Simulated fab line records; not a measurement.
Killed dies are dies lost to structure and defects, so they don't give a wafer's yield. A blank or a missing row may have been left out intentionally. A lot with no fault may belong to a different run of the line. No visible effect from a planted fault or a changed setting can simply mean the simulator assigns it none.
fab line records + flow n5Finfet
[record]
- lots = 9
- wafers = 27
- lastDay = 20
route steps=1938 shown FIN_SAQP@146 FIN_CUT@172 BEOL_M4@1111
lots that met no fault: from a run of the same line without faults
startH: the number of hours between the record's first day and the start of the first shown wafer of the lot + waitH: how many hours have passed since the lot's step before this one + " unchanged from the row above + L1.1+2: a single row standing in for several wafers + - value missing, or start not given + * or withheld: withheld + < > ~ a bound
route shown NAME@n: NAME is a module with steps in the file, n the number in the route of the first one + usual: mean and standard deviation over wafers with no fault + same: alike in all rows + chamber/n: place in a boat + sites: the reading at each site + _std_site: standard deviation of those values + _edge_site: inner sites' mean taken away from outer sites' mean + radiusMm: how far each site lies from the wafer's centre + mask NAME#n: copy n + behind: the most recent tool/chamber to have shaped the wafer + hold: the reason the lot was held/the length of the hold in hours/how it ended + device: transistor that didn't switch, given as n, p or np + end of line: tests run on the same wafers once the route is complete + a step given without rows: its recipe and nothing more + killed: the dies lost at the first sort to structure and to defects; this is not the yield of the wafer + map: shows each die of a wafer: x if killed, . if not, _ if none is there
set.NAME: setting as actually run; set.NAME@STEP: the setting as run at that earlier step + model.NAME: the simulator's own value behind a step, which no gauge read
steps of the route over a sample of lots; a table a step, a row a wafer
services: the hour from which a tool's chamber was out of use, counted from the record's first day as startH (under 0 if before that day), plus the number of hours and why
[[steps]]
[step N5_FIN_SAQP_ETCH_64]
[recipe]
- chemistry = CF4
- target = SiO2
- targetDepthA = 15
- ionEnergyEv = 350
- pressureMtorr = 10
- icpW = 800
- biasW = 400
- cf4FlowSccm = 80
[usual]
- biasW = 399.9/1.1
- drypumpMotorCurrentA = 5.8/0.37
- oesProductAu = 0.995/0.017
- throttleValvePct = 21.83/0.28
| lot.wafer | tool     | chamber | startH | waitH | biasW | drypumpMotorCurrentA | oesProductAu | rfHoursCounterH | throttleValvePct |
|-----------|----------|---------|--------|-------|-------|----------------------|--------------|-----------------|------------------|
| L354.1    | rieSi-02 | 2       | 43.77  | 0.0   | 399.9 | 5.5                  | 0.978        | 68              | 21.41            |
| L354.3    | "        | 1       | "      | "     | 400.5 | 6.3                  | 1.004        | 86              | 21.98            |
| L354.5    | "        | 1       | "      | "     | 402.4 | 6.3                  | 1.015        | -               | 21.98            |
| L355.2    | rieSi-02 | 1       | 49.86  | 0.0   | 400.3 | 6.3                  | 1.005        | 86              | 22.00            |
| L355.4    | "        | 2       | "      | "     | 400.8 | 5.5                  | 0.980        | 68              | 21.42            |
| L355.5    | "        | 1       | "      | "     | 399.6 | 6.3                  | 1.003        | -               | 21.97            |
| L360.1    | rieSi-02 | 0       | 79.87  | 0.0   | 400.5 | 5.9                  | 1.002        | 19              | 21.35            |
| L360.5    | "        | 0       | "      | "     | 400.3 | 5.9                  | 1.002        | -               | 21.35            |
| L360.6    | "        | 1       | "      | "     | 399.9 | 6.3                  | 0.994        | -               | 21.98            |
| L362.1    | rieSi-05 | 1       | 91.79  | 0.0   | 399.6 | 5.6                  | 0.992        | 125             | 21.74            |
| L362.2    | "        | 2       | "      | "     | 400.5 | 6.2                  | 0.966        | 90              | 22.19            |
| L362.6    | "        | 1       | "      | "     | 398.1 | 5.6                  | 1.003        | -               | 21.71            |
| L366.1    | rieSi-05 | 0       | 117.17 | 0.0   | 399.3 | 5.7                  | 0.986        | 114             | 22.11            |
| L366.3    | "        | 3       | "      | "     | 399.0 | 6.1                  | 1.018        | 34              | 21.71            |
| L366.4    | "        | 1       | "      | "     | 399.9 | 5.5                  | 1.019        | 125             | 21.73            |
| L367.2    | rieSi-05 | 2       | 122.27 | 0.0   | 399.0 | 6.2                  | 0.983        | 91              | 22.20            |
| L367.3    | "        | 3       | "      | "     | 400.9 | 6.2                  | 1.021        | 34              | 21.70            |
| L367.4    | "        | 1       | "      | "     | 401.5 | 5.6                  | 0.996        | 125             | 21.73            |
| L368.3    | rieSi-05 | 2       | 128.16 | 0.0   | 397.9 | 6.1                  | 0.989        | 91              | 22.18            |
| L368.5    | "        | 1       | "      | "     | 400.1 | 5.6                  | 0.998        | -               | 21.74            |
| L368.6    | "        | 2       | "      | "     | 399.4 | 6.1                  | 0.982        | -               | 22.20            |
| L373.1    | rieSi-05 | 2       | 158.21 | 0.0   | 399.6 | 6.2                  | 0.977        | 92              | 22.20            |
| L373.3    | "        | 3       | "      | "     | 402.4 | 6.2                  | 1.018        | 35              | 21.70            |
| L373.5    | "        | 3       | "      | "     | 400.4 | 6.2                  | 1.007        | -               | 21.67            |
| L374.1    | rieSi-02 | 1       | 163.68 | 0.0   | 401.0 | 6.3                  | 0.978        | 89              | 21.97            |
| L374.2    | "        | 0       | "      | "     | 400.7 | 6.0                  | 1.003        | 21              | 21.36            |
| L374.3    | "        | 2       | "      | "     | 399.8 | 5.5                  | 0.973        | 70              | 21.41            |
[step N5_FIN_SAQP_CD_MEAS_37]
[recipe]
- targetCdNm = 8
- polarity = line
[usual]
- cdNm = 8.16/0.27
| lot.wafer | tool     | chamber | startH | waitH | cdNm |
|-----------|----------|---------|--------|-------|------|
| L354.1    | cdSem-02 | -       | 43.91  | 0.1   | 8.64 |
| L354.3    | "        | -       | "      | "     | 8.13 |
| L354.5    | "        | -       | "      | "     | 8.46 |
| L355.2    | cdSem-01 | -       | 50.01  | 0.1   | 8.08 |
| L355.4    | "        | -       | "      | "     | 8.23 |
| L355.5    | "        | -       | "      | "     | 7.85 |
| L360.1    | cdSem-02 | -       | 80.01  | 0.1   | 8.34 |
| L360.5    | "        | -       | "      | "     | 8.08 |
| L360.6    | "        | -       | "      | "     | 8.25 |
| L362.1    | cdSem-01 | -       | 91.93  | 0.1   | 8.80 |
| L362.2    | "        | -       | "      | "     | 8.24 |
| L362.6    | "        | -       | "      | "     | 7.88 |
| L366.1    | cdSem-01 | -       | 117.31 | 0.1   | 8.42 |
| L366.3    | "        | -       | "      | "     | 8.58 |
| L366.4    | "        | -       | "      | "     | 8.43 |
| L367.2    | cdSem-02 | -       | 122.41 | 0.1   | 7.96 |
| L367.3    | "        | -       | "      | "     | 7.95 |
| L367.4    | "        | -       | "      | "     | 8.24 |
| L368.3    | cdSem-03 | -       | 128.30 | 0.1   | 8.35 |
| L368.5    | "        | -       | "      | "     | 8.44 |
| L368.6    | "        | -       | "      | "     | 8.31 |
| L373.1    | cdSem-03 | -       | 158.35 | 0.1   | 8.09 |
| L373.3    | "        | -       | "      | "     | 7.90 |
| L373.5    | "        | -       | "      | "     | 7.92 |
| L374.1    | cdSem-01 | -       | 163.81 | 0.1   | 8.18 |
| L374.2    | "        | -       | "      | "     | 8.38 |
| L374.3    | "        | -       | "      | "     | 7.59 |
[step N5_FIN_CUT_STRIP_24]
[recipe]
- chemistry = CF4
- resist = SiARC
- powerW = 300
- biasPowerW = 75
- pressureMtorr = 50
- cf4FlowSccm = 150
- rfFrequencyHz = 6e+07
[usual]
- drypumpMotorCurrentA = 5.7/0.47
- oesProductAu = 0.79/0.068
- rfVppV = 271.4/1.3
- showerheadPlenumPTorr = 1.81/0.057
- throttleValvePct = 13.50/0.17
| lot.wafer | tool       | chamber | startH | waitH | drypumpMotorCurrentA | oesProductAu | rfHoursCounterH | rfVppV | showerheadPlenumPTorr | throttleValvePct |
|-----------|------------|---------|--------|-------|----------------------|--------------|-----------------|--------|-----------------------|------------------|
| L354.1    | rieDiel-06 | 0       | 45.32  | 0.0   | 5.9                  | 0.78         | 119             | 273.4  | 1.89                  | 13.47            |
| L354.3    | "          | 1       | "      | "     | 5.6                  | 0.82         | 87              | 267.2  | 1.69                  | 13.65            |
| L354.5    | "          | 3       | "      | "     | 5.6                  | 0.78         | -               | 272.5  | 1.87                  | 13.48            |
| L355.2    | rieDiel-03 | 0       | 51.10  | 0.0   | 5.5                  | 0.78         | 121             | 270.5  | 1.80                  | 13.41            |
| L355.4    | "          | 0       | "      | "     | 5.5                  | 0.79         | -               | 272.3  | 1.81                  | 13.40            |
| L355.5    | "          | 2       | "      | "     | 6.1                  | 0.76         | -               | 271.6  | 1.73                  | 13.25            |
| L360.1    | rieDiel-03 | 2       | 81.16  | 0.0   | 6.1                  | 0.76         | 138             | 270.4  | 1.73                  | 13.28            |
| L360.5    | "          | 0       | "      | "     | 5.5                  | 0.77         | -               | 272.9  | 1.80                  | 13.43            |
| L360.6    | "          | 3       | "      | "     | 5.1                  | 0.85         | -               | 273.0  | 1.90                  | 13.50            |
| L362.1    | rieDiel-03 | 1       | 92.94  | 0.0   | 5.4                  | 0.92         | 10              | 269.9  | 1.76                  | 13.23            |
| L362.2    | "          | 2       | "      | "     | 6.1                  | 0.76         | 141             | 268.3  | 1.73                  | 13.28            |
| L362.6    | "          | 3       | "      | "     | 5.1                  | 0.85         | -               | 273.5  | 1.90                  | 13.51            |
| L366.1    | rieDiel-06 | 0       | 118.28 | 0.0   | 5.9                  | 0.77         | 142             | 271.9  | 1.88                  | 13.53            |
| L366.3    | "          | 1       | "      | "     | 5.6                  | 0.80         | 102             | 269.1  | 1.69                  | 13.69            |
| L366.4    | "          | 2       | "      | "     | 6.1                  | 0.79         | 91              | 271.0  | 1.81                  | 13.68            |
| L367.2    | rieDiel-03 | 2       | 123.38 | 0.0   | 6.1                  | 0.76         | 148             | 269.4  | 1.73                  | 13.30            |
| L367.3    | "          | 0       | "      | "     | 5.5                  | 0.76         | 145             | 270.7  | 1.80                  | 13.47            |
| L367.4    | "          | 1       | "      | "     | 5.4                  | 0.90         | 20              | 269.7  | 1.76                  | 13.24            |
| L368.3    | rieDiel-03 | 2       | 129.27 | 0.0   | 6.1                  | 0.76         | 150             | 268.8  | 1.73                  | 13.31            |
| L368.5    | "          | 1       | "      | "     | 5.3                  | 0.89         | -               | 271.1  | 1.76                  | 13.25            |
| L368.6    | "          | 0       | "      | "     | 5.4                  | 0.76         | -               | 270.9  | 1.80                  | 13.48            |
| L373.1    | rieDiel-03 | 2       | 159.47 | 0.0   | 6.1                  | 0.75         | 159             | 270.6  | 1.73                  | 13.32            |
| L373.3    | "          | 0       | "      | "     | 5.4                  | 0.75         | 157             | 271.5  | 1.80                  | 13.48            |
| L373.5    | "          | 3       | "      | "     | 5.1                  | 0.83         | -               | 273.1  | 1.89                  | 13.57            |
| L374.1    | rieDiel-06 | 1       | 165.13 | 0.0   | 5.6                  | 0.79         | 116             | 269.0  | 1.68                  | 13.72            |
| L374.2    | "          | 3       | "      | "     | 5.7                  | 0.75         | 153             | 272.5  | 1.86                  | 13.56            |
| L374.3    | "          | 2       | "      | "     | 6.0                  | 0.77         | 107             | 270.2  | 1.80                  | 13.69            |
[step N5_FIN_CUT_CUT_ETCH_15]
[recipe]
- chemistry = HBr/Cl2/O2
- target = Si
- targetDepthA = 1000
- btTimeS = 10
- maskMaterial = SOC
- timeS = 42.4
- ionEnergyEv = *
- biasW = *
- pressureMtorr = 10
- icpW = 800
- HBr_flow_sccm = 150
- Cl2_flow_sccm = 80
- O2_flow_sccm = 12
[usual]
- biasW = *
- drypumpMotorCurrentA = 5.7/0.45
- oes_o_777_au = 0.98/0.054
- oesProductAu = 0.994/0.02
- throttleValvePct = 37.0/0.31
[same]
- btTimeS = 10
- timeS = 42.4
| lot.wafer | tool     | chamber | startH | waitH | biasW | drypumpMotorCurrentA | oes_o_777_au | oesProductAu | rfHoursCounterH | throttleValvePct |
|-----------|----------|---------|--------|-------|-------|----------------------|--------------|--------------|-----------------|------------------|
| L354.1    | rieSi-04 | 1       | 45.54  | 0.1   | *     | 6.0                  | 1.07         | 1.012        | 2               | 37.0             |
| L354.3    | "        | 3       | "      | "     | *     | 6.4                  | 1.02         | 1.020        | 175             | 36.5             |
| L354.5    | "        | 1       | "      | "     | *     | 6.0                  | 1.06         | 1.021        | -               | 37.0             |
| L355.2    | rieSi-01 | 3       | 51.31  | 0.1   | *     | 6.1                  | 0.88         | 0.966        | 120             | 36.8             |
| L355.4    | "        | 2       | "      | "     | *     | 5.7                  | 1.04         | 0.990        | 55              | 36.7             |
| L355.5    | "        | 3       | "      | "     | *     | 6.1                  | 0.87         | 0.978        | -               | 36.8             |
| L360.1    | rieSi-01 | 3       | 81.37  | 0.1   | *     | 6.1                  | 0.88         | 0.967        | 121             | 36.8             |
| L360.5    | "        | 2       | "      | "     | *     | 5.7                  | 1.04         | 0.991        | -               | 36.7             |
| L360.6    | "        | 1       | "      | "     | *     | 5.4                  | 1.01         | 0.986        | -               | 37.0             |
| L362.1    | rieSi-04 | 0       | 93.15  | 0.1   | *     | 6.0                  | 0.95         | 1.026        | 156             | 37.4             |
| L362.2    | "        | 1       | "      | "     | *     | 6.0                  | 1.05         | 1.012        | 3               | 37.0             |
| L362.6    | "        | 2       | "      | "     | *     | 5.4                  | 0.95         | 0.976        | -               | 36.6             |
| L366.1    | rieSi-06 | 0       | 118.50 | 0.1   | *     | 5.5                  | 1.01         | 0.997        | 1               | 37.3             |
| L366.3    | "        | 1       | "      | "     | *     | 6.0                  | 0.96         | 0.963        | 153             | 37.4             |
| L366.4    | "        | 2       | "      | "     | *     | 4.9                  | 1.00         | 1.013        | 48              | 37.0             |
| L367.2    | rieSi-04 | 0       | 123.59 | 0.1   | *     | 6.1                  | 0.95         | 1.019        | 157             | 37.4             |
| L367.3    | "        | 3       | "      | "     | *     | 6.5                  | 1.02         | 1.024        | 176             | 36.5             |
| L367.4    | "        | 3       | "      | "     | *     | 6.4                  | 1.02         | 1.016        | -               | 36.5             |
| L368.3    | rieSi-04 | 2       | 129.49 | 0.0   | *     | 5.4                  | 0.95         | 0.989        | 166             | 36.6             |
| L368.5    | "        | 3       | "      | "     | *     | 6.4                  | 1.02         | 1.031        | -               | 36.5             |
| L368.6    | "        | 0       | "      | "     | *     | 6.1                  | 0.94         | 1.019        | -               | 37.4             |
| L373.1    | rieSi-01 | 0       | 159.68 | 0.1   | *     | 5.8                  | 0.92         | 0.969        | 33              | 37.1             |
| L373.3    | "        | 2       | "      | "     | *     | 5.7                  | 1.04         | 0.995        | 56              | 36.7             |
| L373.5    | "        | 3       | "      | "     | *     | 6.1                  | 0.88         | 0.966        | -               | 36.8             |
| L374.1    | rieSi-06 | 1       | 165.35 | 0.1   | *     | 6.0                  | 0.97         | 0.969        | 154             | 37.4             |
| L374.2    | "        | 0       | "      | "     | *     | 5.6                  | 0.99         | 0.995        | 2               | 37.3             |
| L374.3    | "        | 2       | "      | "     | *     | 4.9                  | 1.00         | 1.013        | 48              | 37.0             |
[step N5_BEOL_M4_RC_MEAS_101]
[usual]
- DIBL_N = 36.7/1.8
- DIBL_P = 37.0/2.4
- IOFF_N = 0.17/0.036
- IOFF_P = 0.22/0.042
- ION_N = 673/12
- ION_P = 462/8.5
- SS_N = 71.7/0.62
- SS_P = 73.4/0.65
- VT_N = 250/3.7
- VT_P = -250/3.7
| lot.wafer | tool      | chamber | startH | waitH | DIBL_N[mV/V] | DIBL_P[mV/V] | IOFF_N[nA/um] | IOFF_P[nA/um] | ION_N[uA/um] | ION_P[uA/um] | SS_N[mV/dec] | SS_P[mV/dec] | VT_N[mV] | VT_P[mV] |
|-----------|-----------|---------|--------|-------|--------------|--------------|---------------|---------------|--------------|--------------|--------------|--------------|----------|----------|
| L354.1    | prober-02 | 0       | 211.89 | 0.0   | 38.2         | 38.0         | 0.18          | 0.24          | 671          | 462          | 72.3         | 73.9         | 249      | -246     |
| L354.3    | "         | 0       | "      | "     | 35.4         | 34.7         | 0.13          | 0.20          | 674          | 470          | 71.2         | 72.7         | 253      | -248     |
| L354.5    | "         | 0       | "      | "     | 36.1         | 35.7         | 0.15          | 0.21          | 661          | 462          | 71.0         | 72.8         | 250      | -251     |
| L355.2    | prober-02 | 0       | 214.95 | 0.2   | 34.1         | 34.9         | 0.11          | 0.15          | 642          | 447          | 71.1         | 73.3         | 257      | -253     |
| L355.4    | "         | 0       | "      | "     | 36.1         | 36.7         | 0.13          | 0.18          | 654          | 443          | 71.3         | 72.7         | 257      | -252     |
| L355.5    | "         | 0       | "      | "     | 33.6         | 34.7         | 0.11          | 0.15          | 647          | 446          | 70.5         | 72.5         | 256      | -255     |
| L362.1    | prober-02 | 0       | 237.03 | 0.0   | 37.4         | 38.1         | 0.18          | 0.23          | 675          | 459          | 71.5         | 74.1         | 248      | -251     |
| L362.2    | "         | 0       | "      | "     | 36.3         | 37.3         | 0.16          | 0.23          | 687          | 471          | 71.8         | 73.4         | 249      | -250     |
| L362.6    | "         | 0       | "      | "     | 37.2         | 36.4         | 0.16          | 0.21          | 689          | 470          | 71.9         | 73.1         | 248      | -250     |
| L360.1    | prober-01 | 0       | 237.71 | 0.0   | 35.9         | 35.9         | 0.17          | 0.25          | 683          | 479          | 71.0         | 72.7         | 246      | -243     |
| L360.5    | "         | 0       | "      | "     | 35.4         | 35.4         | 0.15          | 0.24          | 667          | 470          | 72.1         | 72.2         | 250      | -244     |
| L360.6    | "         | 0       | "      | "     | 37.8         | 37.7         | 0.20          | 0.29          | 672          | 474          | 71.9         | 73.1         | 245      | -243     |
| L366.1    | prober-02 | 0       | 269.87 | 0.0   | 38.3         | 41.0         | 0.20          | 0.29          | 686          | 484          | 72.5         | 74.2         | 246      | -244     |
| L366.3    | "         | 0       | "      | "     | 36.7         | 38.9         | 0.19          | 0.27          | 693          | 477          | 71.0         | 73.6         | 246      | -244     |
| L366.4    | "         | 0       | "      | "     | 38.1         | 40.2         | 0.22          | 0.29          | 693          | 479          | 71.9         | 73.2         | 241      | -246     |
| L367.2    | prober-02 | 0       | 272.55 | 0.2   | 34.4         | 35.6         | 0.13          | 0.18          | 669          | 461          | 69.5         | 72.7         | 251      | -253     |
| L367.3    | "         | 0       | "      | "     | 36.2         | 37.1         | 0.15          | 0.22          | 677          | 474          | 71.6         | 73.1         | 249      | -247     |
| L367.4    | "         | 0       | "      | "     | 34.7         | 35.4         | 0.13          | 0.18          | 654          | 457          | 71.0         | 73.0         | 251      | -251     |
| L368.3    | prober-02 | 0       | 282.98 | 0.3   | 39.3         | 41.1         | 0.23          | 0.29          | 690          | 478          | 71.9         | 73.8         | 243      | -244     |
| L368.5    | "         | 0       | "      | "     | 40.1         | 41.8         | 0.24          | 0.32          | 694          | 473          | 72.3         | 74.4         | 243      | -242     |
| L368.6    | "         | 0       | "      | "     | 37.9         | 40.0         | 0.21          | 0.28          | 692          | 478          | 72.5         | 74.2         | 243      | -242     |
| L373.1    | prober-02 | 0       | 330.73 | 0.0   | 37.6         | 38.4         | 0.18          | 0.24          | 684          | 467          | 72.0         | 72.7         | 248      | -250     |
| L373.3    | "         | 0       | "      | "     | 36.9         | 37.5         | 0.16          | 0.22          | 671          | 460          | 71.8         | 73.1         | 249      | -254     |
| L373.5    | "         | 0       | "      | "     | 36.6         | 37.7         | 0.16          | 0.23          | 676          | 469          | 71.8         | 73.9         | 249      | -251     |
| L374.1    | prober-01 | 0       | 355.73 | 0.0   | 36.6         | 36.4         | 0.15          | 0.19          | 669          | 454          | 71.8         | 72.8         | 251      | -252     |
| L374.2    | "         | 0       | "      | "     | 36.8         | 35.9         | 0.16          | 0.20          | 682          | 464          | 71.9         | 73.6         | 248      | -253     |
| L374.3    | "         | 0       | "      | "     | 35.9         | 35.0         | 0.14          | 0.18          | 670          | 455          | 71.6         | 73.4         | 251      | -254     |
[[services]]
| tool       | chamber | startH | hours | kind   |
|------------|---------|--------|-------|--------|
| rieSi-06   | 3       | 23.44  | 1.9   | repair |
| rieSi-06   | 3       | 27.42  | 1.4   | repair |
| rieSi-01   | 3       | 31.87  | 8.5   | repair |
| rieDiel-06 | 2       | 32.85  | 16.9  | repair |
| rieSi-05   | 2       | 39.60  | 1.3   | repair |
| rieSi-04   | 3       | 45.57  | 4.1   | repair |
| rieSi-04   | -       | 50.82  | 2.2   | repair |
| rieSi-02   | -       | 54.41  | 2.8   | pm     |
| rieSi-04   | -       | 54.79  | 0.3   | repair |
| rieSi-05   | -       | 66.79  | 0.1   | repair |
| rieSi-01   | -       | 67.96  | 0.6   | repair |
| rieDiel-06 | 1       | 68.99  | 2.8   | repair |
| rieDiel-06 | 1       | 75.09  | 4.7   | repair |
| rieDiel-06 | 1       | 99.01  | 14.3  | repair |
| rieDiel-03 | 2       | 102.53 | 7.6   | repair |
| rieSi-01   | 1       | 107.74 | 7.3   | repair |
| rieSi-04   | 2       | 121.91 | 6.5   | repair |
| rieSi-02   | 1       | 130.98 | 10.1  | repair |
| rieSi-02   | 2       | 137.50 | 10.4  | repair |
| rieSi-01   | 2       | 139.71 | 5.5   | repair |
| rieSi-02   | 0       | 142.00 | 7.4   | repair |
| rieDiel-06 | 1       | 142.70 | 5.8   | repair |
| rieDiel-06 | 2       | 160.23 | 3.0   | repair |
| rieSi-01   | -       | 160.32 | 2.8   | pm     |
[[key]]
[firstSign]
- step = N5_FIN_CUT_CUT_ETCH_15
- reading = biasW
- direction = up
- sigmas = 15
- usual = *
- struck = *
effect none on later readings
metAt N5_FIN_CUT_CUT_ETCH_15
struckLots L367,L368
struckWafers L367.3,L367.4,L368.5
notActingAt N5_FIN_SAQP_ETCH_64,N5_FIN_SAQP_CD_MEAS_37,N5_FIN_CUT_STRIP_24
onsetBetween 45.54 123.59
[fault]
- kind = processParameterDrift
- tool = rieSi-04
- chamber = 3
- onsetH = 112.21
- steps = N5_FIN_CUT_CUT_ETCH_15
- channel = biasW
- offset = *
- shape = step
- endH = 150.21
- actsIn = *
- stated = *
